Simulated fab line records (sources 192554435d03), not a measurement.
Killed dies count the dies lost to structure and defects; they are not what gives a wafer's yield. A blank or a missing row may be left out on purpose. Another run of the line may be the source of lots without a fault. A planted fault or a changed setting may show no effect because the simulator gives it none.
fab line records	flow n5_finfet
[record] lots = 9	wafers = 27	last_day = 18
route steps=1938 shown BEOL_M4@1111 BEOL_M15@1790 MIM_TOP_LITHO@1849 PASSIVATION@1930 END@1938
lots with no fault: from the same line, run without faults
start_h: hours from the record's first day to the start of the lot's first wafer shown	wait_h: hours from the lot's prior step to this one	" unchanged from the row above	L1.1+2: several wafers, shown together as one row	- no value, or no start given	* or withheld: withheld	< > ~ a bound
route shown NAME@n: a module of which the file shows steps, and the number in the route of the first	usual: average and standard deviation across the fault-free wafers	same: alike in all rows	chamber/n: place in a boat	sites: the reading at each site	_std_site: the standard deviation of these	_edge_site: outer sites' mean less inner sites'	radius_mm: how far each site lies from the wafer's centre	mask NAME#n: copy n	behind: the tool/chamber that last shaped the wafer	hold: why the lot was held/for how many hours/how that ended	device: whichever transistor did not switch (one of n, p or np)	end of line: tests run on the same wafers once the route is complete	a step without rows: its recipe alone	killed: the dies lost at the first sort to structure and to defects; this is not the yield of the wafer	map: a wafer's dies, marking killed ones x, the rest . and places with no die _
set.NAME: the setting the step ran with; set.NAME@STEP: the setting that earlier step ran with	model.NAME: the simulator's own value behind a step, which no gauge read
the route's steps for a sample of lots (tables are steps, rows are wafers)
services: from which hour (start_h, from the record's first day; less than 0 if before it) a tool's chamber was out of use, for how many hours, and why
[[steps]]
[step N5_BEOL_M4_RC_MEAS_101]
[usual] DIBL_N = 36.6/1.1	DIBL_P = 36.8/1.6	IOFF_N = 0.169/0.024	IOFF_P = 0.206/0.028	ION_N = 679/9.2	ION_P = 462/7	SS_N = 71.6/0.57	SS_P = 73.3/0.57	VT_N = 248.8/2.4	VT_P = -251/3
lot.wafer	tool	chamber	start_h	wait_h	DIBL_N[mV/V]	DIBL_P[mV/V]	IOFF_N[nA/um]	IOFF_P[nA/um]	ION_N[uA/um]	ION_P[uA/um]	SS_N[mV/dec]	SS_P[mV/dec]	VT_N[mV]	VT_P[mV]
L990.1	prober-01	0	201.25	0.0	36.0	36.4	0.155	0.200	667	450	71.4	73.4	250.5	-254
L990.4	"	0	"	"	36.7	37.5	0.184	0.223	683	461	72.0	72.9	245.8	-250
L990.5	"	0	"	"	35.0	34.9	0.150	0.181	666	451	70.9	73.3	249.7	-256
L993.1	prober-02	0	229.51	0.0	36.5	39.0	0.202	0.228	691	468	72.6	74.4	246.6	-251
L993.4	"	0	"	"	36.4	39.1	0.185	0.222	682	463	72.5	73.7	250.5	-251
L993.6	"	0	"	"	37.8	39.4	0.219	0.236	681	461	72.2	74.2	246.0	-254
L995.2	prober-01	0	233.59	0.2	37.4	38.7	0.190	0.251	677	464	71.4	73.9	244.4	-251
L995.3	"	0	"	"	38.6	38.5	0.212	0.245	680	461	72.2	74.0	247.3	-246
L995.6	"	0	"	"	37.8	38.2	0.190	0.239	691	466	71.9	74.2	246.7	-249
L997.1	prober-01	0	255.04	0.0	36.8	37.0	0.172	0.218	672	463	72.4	73.1	249.1	-250
L997.5	"	0	"	"	36.6	37.1	0.165	0.223	676	462	71.9	73.4	246.9	-251
L997.6	"	0	"	"	36.8	37.6	0.181	0.231	693	468	71.9	72.8	246.2	-251
L999.2	prober-02	0	263.89	0.2	36.7	37.1	0.184	0.210	691	466	71.4	72.8	246.9	-250
L999.3	"	0	"	"	35.2	36.1	0.150	0.196	685	469	71.6	72.7	250.8	-252
L999.5	"	0	"	"	35.6	36.8	0.160	0.209	678	465	71.7	73.3	249.5	-250
L101.1	prober-02	0	265.58	0.0	37.6	37.7	0.163	0.228	664	462	72.5	73.2	249.0	-248
L101.4	"	0	"	"	38.2	38.5	0.178	0.236	679	469	71.9	73.2	251.6	-249
L101.5	"	0	"	"	37.5	37.5	0.157	0.213	682	466	71.6	73.4	249.4	-248
L106.2	prober-02	0	299.86	0.2	37.6	36.6	0.173	0.171	673	447	71.0	73.9	248.9	-255
L106.3	"	0	"	"	38.0	37.1	0.187	0.183	680	453	72.1	73.8	248.6	-259
L106.4	"	0	"	"	36.0	34.8	0.149	0.158	673	451	71.1	73.6	251.8	-258
L107.2	prober-01	0	304.94	0.2	36.6	36.3	0.168	0.195	676	460	71.5	73.1	247.7	-249
L107.4	"	0	"	"	38.3	37.9	0.202	0.221	680	467	71.9	73.3	247.3	-250
L107.5	"	0	"	"	38.3	38.0	0.201	0.219	678	461	72.1	73.6	246.5	-249
L111.2	prober-02	0	345.26	0.2	36.8	37.4	0.157	0.196	682	465	71.2	73.6	246.8	-251
L111.4	"	0	"	"	36.5	37.5	0.155	0.204	679	466	71.1	73.1	249.0	-252
L111.6	"	0	"	"	36.8	36.6	0.149	0.186	683	461	71.4	73.7	248.1	-251
[step N5_BEOL_M15_STRIP_64]
[recipe] chemistry = O2	power_w = 600	temp_c = 60	pressure_mtorr = 30	rf_frequency_hz = 6e+07	bias_power_w = 0	overash_fraction = 0.3	o2_flow_sccm = 225
[usual] drypump_motor_current_A = 5.7/0.52	oes_product_au = 0.78/0.068	rf_vpp_V = 3.6/0.46	showerhead_plenum_p_Torr = 2.09/0.069	throttle_valve_pct = 16.59/0.17
[same] overash_fraction = 0.3
lot.wafer	tool	chamber	start_h	wait_h	drypump_motor_current_A	oes_product_au	rf_hours_counter_h	rf_vpp_V	showerhead_plenum_p_Torr	throttle_valve_pct
L990.1	rie_diel-05	2	-	-	5.3	0.86	63	3.7	2.04	16.47
L990.4	"	1	"	"	6.0	0.72	-	2.8	2.09	16.51
L990.5	"	2	"	"	5.3	0.87	-	3.8	2.04	16.49
L993.1	rie_diel-05	3	-	-	5.8	0.73	185	3.2	2.19	16.51
L993.4	"	0	"	"	5.0	0.73	195	4.0	2.17	16.60
L993.6	"	3	"	"	5.8	0.72	-	3.3	2.19	16.52
L995.2	rie_diel-05	0	-	-	5.0	0.72	196	3.3	2.17	16.57
L995.3	"	2	"	"	5.3	0.85	68	4.2	2.03	16.48
L995.6	"	3	"	"	5.8	0.72	-	3.6	2.19	16.51
L997.1	rie_diel-05	0	-	-	5.0	0.72	202	5.2	2.17	16.61
L997.5	"	3	"	"	5.8	0.72	-	3.3	2.18	16.53
L997.6	"	0	"	"	5.0	0.73	-	3.6	2.17	16.60
L999.2	rie_diel-05	1	-	-	6.0	0.71	200	3.8	2.08	16.54
L999.3	"	0	"	"	5.1	0.72	204	3.7	2.17	16.61
L999.5	"	2	"	"	5.3	0.85	-	3.9	2.03	16.50
L101.1	rie_diel-06	2	-	-	6.6	0.92	29	3.8	2.06	16.55
L101.4	"	1	"	"	5.2	0.76	148	3.1	2.02	16.75
L101.5	"	2	"	"	6.6	0.92	-	4.1	2.05	16.55
L107.2	rie_diel-06	3	-	-	5.8	0.74	172	3.5	2.01	16.95
L107.4	"	2	"	"	6.5	0.89	-	3.4	2.05	16.57
L107.5	"	3	"	"	5.8	0.73	-	3.8	2.01	16.95
L106.2	rie_diel-05	0	-	-	5.0	0.72	217	3.7	2.16	16.62
L106.3	"	3	"	"	5.8	0.70	208	3.4	2.18	16.57
L106.4	"	2	"	"	5.3	0.82	89	2.6	2.03	16.53
L111.2	rie_diel-06	0	-	-	6.2	0.90	35	3.2	2.05	16.19
L111.4	"	2	"	"	6.6	0.87	48	3.9	2.05	16.58
L111.6	"	2	"	"	6.6	0.87	-	4.2	2.05	16.59
[step N5_MIM_TOP_LITHO_INSPECT_12]
[recipe] mode = adi	inspect_instrument = macro
[usual] raw_defect_count = 2.0/1.3
lot.wafer	tool	chamber	start_h	wait_h	raw_defect_count
L990.1	defect_inspect-01	-	314.75	0.0	2
L990.4	"	-	"	"	1
L990.5	"	-	"	"	2
L993.1	defect_inspect-02	-	327.11	0.0	2
L993.4	"	-	"	"	3
L993.6	"	-	"	"	2
L995.2	defect_inspect-02	-	328.74	0.0	2
L995.3	"	-	"	"	1
L995.6	"	-	"	"	1
L997.1	defect_inspect-02	-	353.01	0.0	2
L997.5	"	-	"	"	4
L997.6	"	-	"	"	1
L999.2	defect_inspect-02	-	357.74	0.0	0
L999.3	"	-	"	"	0
L999.5	"	-	"	"	1
L101.1	defect_inspect-02	-	365.11	0.0	6
L101.4	"	-	"	"	0
L101.5	"	-	"	"	2
L107.2	defect_inspect-01	-	402.96	0.0	4
L107.4	"	-	"	"	1
L107.5	"	-	"	"	2
L106.2	defect_inspect-02	-	403.54	0.0	2
L106.3	"	-	"	"	2
L106.4	"	-	"	"	4
L111.2	defect_inspect-01	-	431.18	0.0	1
L111.4	"	-	"	"	3
L111.6	"	-	"	"	1
[step N5_PASSIVATION_ETCH_54]
[recipe] chemistry = CHF3/O2	target = SiO2	target_depth_a = 8800	CHF3_flow_sccm = 50	O2_flow_sccm = 5	Ar_flow_sccm = 200	time_s = 440	mask_material = PR	pressure_mtorr = 30	source_w = 650	bias_w = 170	ion_energy_ev = 200
[usual] drypump_motor_current_A = 5.6/0.52	oes_f_703_au = 0.81/0.068	oes_o_777_au = 0.81/0.068	oes_product_au = 0.82/0.068	rf_vpp_V = 526/5	showerhead_plenum_p_Torr = 2.46/0.087	throttle_valve_pct = 18.77/0.14
lot.wafer	tool	chamber	start_h	wait_h	drypump_motor_current_A	oes_f_703_au	oes_o_777_au	oes_product_au	rf_hours_counter_h	rf_vpp_V	showerhead_plenum_p_Torr	throttle_valve_pct
L990.1	rie_diel-01	0	321.29	0.1	5.7	0.76	0.75	0.76	138	526	2.41	18.74
L990.4	"	2	"	"	5.4	0.83	0.84	0.85	68	528	2.54	18.72
L990.5	"	2	"	"	5.4	0.83	0.84	0.84	-	526	2.54	18.71
L993.1	rie_diel-04	1	336.33	0.1	5.0	0.81	0.81	0.81	71	525	2.53	18.48
L993.4	"	0	"	"	5.3	0.79	0.79	0.81	99	535	2.34	18.79
L993.6	"	2	"	"	6.1	0.75	0.74	0.75	-	516	2.41	18.70
L995.2	rie_diel-01	0	337.00	0.1	5.8	0.76	0.75	0.76	144	524	2.41	18.77
L995.3	"	1	"	"	5.1	0.81	0.81	0.81	90	533	2.54	18.82
L995.6	"	0	"	"	5.7	0.75	0.75	0.75	-	525	2.41	18.75
L997.1	rie_diel-03	3	360.27	0.1	4.8	1.01	1.02	1.00	2	526	2.46	18.74
L997.5	"	2	"	"	5.3	0.94	0.94	0.95	-	527	2.57	18.62
L997.6	"	1	"	"	6.5	0.78	0.78	0.78	-	529	2.52	18.82
L999.2	rie_diel-03	2	364.62	0.1	5.3	0.94	0.94	0.95	14	527	2.57	18.64
L999.3	"	3	"	"	4.8	0.99	1.00	1.00	3	526	2.46	18.74
L999.5	"	2	"	"	5.3	0.94	0.94	0.95	-	527	2.57	18.65
L101.1	rie_diel-03	1	373.81	0.1	6.5	0.76	0.78	0.78	132	529	2.51	18.86
L101.4	"	2	"	"	5.3	0.91	0.92	0.92	17	526	2.57	18.64
L101.5	"	0	"	"	5.5	0.86	0.85	0.85	-	521	2.34	18.52
L107.2	rie_diel-01	0	409.66	0.1	5.7	0.73	0.73	0.73	171	525	2.40	18.80
L107.4	"	1	"	"	5.0	0.79	0.78	0.78	116	533	2.53	18.85
L107.5	"	3	"	"	6.3	0.78	0.79	0.78	-	518	2.34	18.94
L106.2	rie_diel-03	3	410.68	0.1	4.8	0.96	0.96	0.91	17	525	2.46	18.75
L106.3	"	0	"	"	5.5	0.84	0.84	0.81	81	522	2.33	18.54
L106.4	"	1	"	"	6.5	0.76	0.76	0.77	144	527	2.51	18.87
L111.2	rie_diel-03	0	439.36	0.1	5.5	0.83	0.83	0.79	92	523	2.33	18.55
L111.4	"	3	"	"	4.9	0.93	0.93	0.92	28	525	2.45	18.77
L111.6	"	0	"	"	5.5	0.83	0.83	0.78	-	522	2.33	18.56
[step N5_PASSIVATION_PROBE_49]
[usual] defect_limited_yield = 91.1/1.5	killed_at_M0_to_M3 = 36/11	killed_at_M4_up = 14/5.6	killed_at_contacts = 11/5.6	killed_at_front_end = 40/12	killed_at_other = 4/3.2	killed_dies = 105/17	killed_on_rim = 14/3.4	killed_open = 69/12	killed_short = 34/8.4	sort_bin_5_function = 5.2/0.95	sort_bin_6_memory = 3.3/0.63	sort_n_pass = 1075/17	sort_yield_pct = 91.1/1.5
[same] gross_dies = 1180	killed_at_back_side = 0	sort_bin_4_leakage[%] = 0	sort_bin_8_speed[%] = 0
lot.wafer	tool	chamber	start_h	wait_h	defect_limited_yield[%]	killed_at_M0_to_M3	killed_at_M4_up	killed_at_contacts	killed_at_front_end	killed_at_other	killed_dies	killed_on_rim	killed_open	killed_short	sort_bin_5_function[%]	sort_bin_6_memory[%]	sort_n_pass	sort_yield_pct[%]
L106.2	prober-01	-	414.50	0.1	0	17	12	11	47	1093	1180	152	64	23	96.8	3.1	0	0
L106.3	prober-01	-	414.55	0.1	0.1	60	13	10	30	1066	1179	152	77	36	95.8	4.0	1	0.1
L106.4	prober-01	-	414.60	0.2	91.4	41	8	10	40	2	101	12	67	34	5.8	2.7	1079	91.4
L111.2	prober-01	-	443.33	0.1	0	38	15	13	43	1071	1180	152	68	42	95.8	3.9	0	0
L111.4	prober-01	-	443.43	0.2	88.1	41	11	30	56	2	140	21	90	47	6.8	4.8	1040	88.1
L111.6	prober-01	-	443.53	0.3	0.2	48	11	5	53	1061	1178	152	82	34	95.7	3.6	2	0.2
// killed by level:class
L106.2 PASSIVATION:area_etch=1091 STI_FIN_REVEAL:geometric_particle:open=16 MOL_CONTACT_COAG:geometric_particle:open=8 FIN_SAQP:geometric_particle:open=6 STARTING-WAFER:geometric_particle:open=5 DUMMY_GATE:geometric_particle:open=5 BEOL_M2:geometric_particle:open=5 BEOL_M4:geometric_particle:open=5
L106.3 PASSIVATION:area_etch=1064 BEOL_M0_SAQP:geometric_particle:open=16 BEOL_M0_SAQP:geometric_particle:short=14 BEOL_M2:geometric_particle:open=14 MOL_CONTACT_COAG:geometric_particle:open=9 FIN_SAQP:geometric_particle:open=8 STARTING-WAFER:geometric_particle:short=7 BEOL_M1:geometric_particle:open=6
L106.4 BEOL_M0_SAQP:geometric_particle:short=14 DUMMY_GATE:geometric_particle:open=11 FIN_SAQP:geometric_particle:open=9 BEOL_M0_SAQP:geometric_particle:open=9 STI_FIN_REVEAL:geometric_particle:open=8 BEOL_M1:geometric_particle:open=7 MOL_CONTACT_COAG:geometric_particle:open=6 BEOL_M4:geometric_particle:open=5
L111.2 PASSIVATION:area_etch=1070 BEOL_M0_SAQP:geometric_particle:short=17 STI_FIN_REVEAL:geometric_particle:open=14 MOL_CONTACT_COAG:geometric_particle:open=11 BEOL_M4:geometric_particle:open=8 FIN_SAQP:geometric_particle:open=7 BEOL_M2:geometric_particle:open=7 FIN_SAQP:geometric_particle:short=6
L111.4 MOL_CONTACT_COAG:geometric_particle:open=27 FIN_SAQP:geometric_particle:short=14 FIN_SAQP:geometric_particle:open=12 STI_FIN_REVEAL:geometric_particle:open=11 BEOL_M0_SAQP:geometric_particle:short=7 BEOL_M1:geometric_particle:open=7 BEOL_M3:geometric_particle:open=6 BEOL_M4:geometric_particle:open=6
L111.6 PASSIVATION:area_etch=1061 FIN_SAQP:geometric_particle:open=21 FIN_SAQP:geometric_particle:short=14 BEOL_M0_SAQP:geometric_particle:open=14 BEOL_M0_SAQP:geometric_particle:short=9 STI_FIN_REVEAL:geometric_particle:open=7 BEOL_M1:geometric_particle:open=7 BEOL_M0:geometric_particle:open=6
[step N5_PASSIVATION_INSPECT_57]
[recipe] inspect_instrument = macro	mode = outgoing
[usual] raw_defect_count = 2.2/1.4
lot.wafer	tool	chamber	start_h	wait_h	raw_defect_count
L990.1	defect_inspect-01	-	324.42	0.0	2
L990.4	"	-	"	"	1
L990.5	"	-	"	"	1
L993.1	defect_inspect-01	-	339.46	0.0	1
L993.4	"	-	"	"	1
L993.6	"	-	"	"	2
L995.2	defect_inspect-01	-	340.13	0.0	2
L995.3	"	-	"	"	2
L995.6	"	-	"	"	0
L997.1	defect_inspect-02	-	363.43	0.0	1
L997.5	"	-	"	"	1
L997.6	"	-	"	"	1
L999.2	defect_inspect-02	-	367.77	0.0	1
L999.3	"	-	"	"	4
L999.5	"	-	"	"	3
L101.1	defect_inspect-01	-	377.04	0.0	2
L101.4	"	-	"	"	1
L101.5	"	-	"	"	4
L107.2	defect_inspect-01	-	412.86	0.0	1
L107.4	"	-	"	"	1
L107.5	"	-	"	"	1
L106.4	defect_inspect-01	-	414.81	0.0	1
L111.4	defect_inspect-01	-	443.64	0.0	1
[[services]]
tool	chamber	start_h	hours	kind
rie_diel-04	1	294.03	23.1	repair
rie_diel-05	0	295.90	7.5	repair
rie_diel-05	-	311.94	4.3	pm
rie_diel-03	2	313.71	-	clean
rie_diel-03	2	313.71	-	consumable_replace:focus_ring
rie_diel-03	2	313.71	-	consumable_replace:showerhead
rie_diel-03	2	313.71	17.9	scheduled_down
rie_diel-03	2	313.71	17.9	vent_cycle
rie_diel-06	0	313.92	13.7	repair
rie_diel-03	3	331.61	-	clean
rie_diel-03	3	331.61	-	consumable_replace:focus_ring
rie_diel-03	3	331.61	20.4	scheduled_down
rie_diel-03	3	331.61	20.4	vent_cycle
rie_diel-05	-	332.69	0.7	repair
rie_diel-03	-	353.27	4.3	pm
rie_diel-06	0	386.48	5.5	repair
rie_diel-05	3	426.73	15.0	repair
rie_diel-06	0	436.56	4.0	repair
[[key]]
[first_sign] step = N5_PASSIVATION_PROBE_49	reading = killed_at_other	direction = up	sigmas = 99+	usual = 4	struck = 1073
[effect] step = N5_PASSIVATION_PROBE_49	reading = sort_bin_5_function	direction = up	sigmas = 95	usual = 5.2	struck = 96.0
[more_kills_born_at] N5_PASSIVATION_ETCH_54@rie_diel-03 = 4286
met_at N5_PASSIVATION_ETCH_54
struck_lots L106,L111
struck_wafers L106.2,L106.3,L111.2,L111.6
later_rows_left_out L106.2,L106.3,L111.2,L111.6
not_acting_at N5_BEOL_M15_STRIP_64,N5_MIM_TOP_LITHO_INSPECT_12,N5_PASSIVATION_INSPECT_57
onset_between 373.81 410.68
[fault] kind = process_parameter_drift	tool = rie_diel-03	chamber = -	onset_h = 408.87	steps = N5_PASSIVATION_ETCH_54	channel = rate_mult	offset = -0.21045	shape = step	end_h = 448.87	scope = struck_wafers_only
// later_rows_left_out: the simulator's readings of these wafers behind a module that went badly wrong aren't trusted and aren't shown, but for the sort
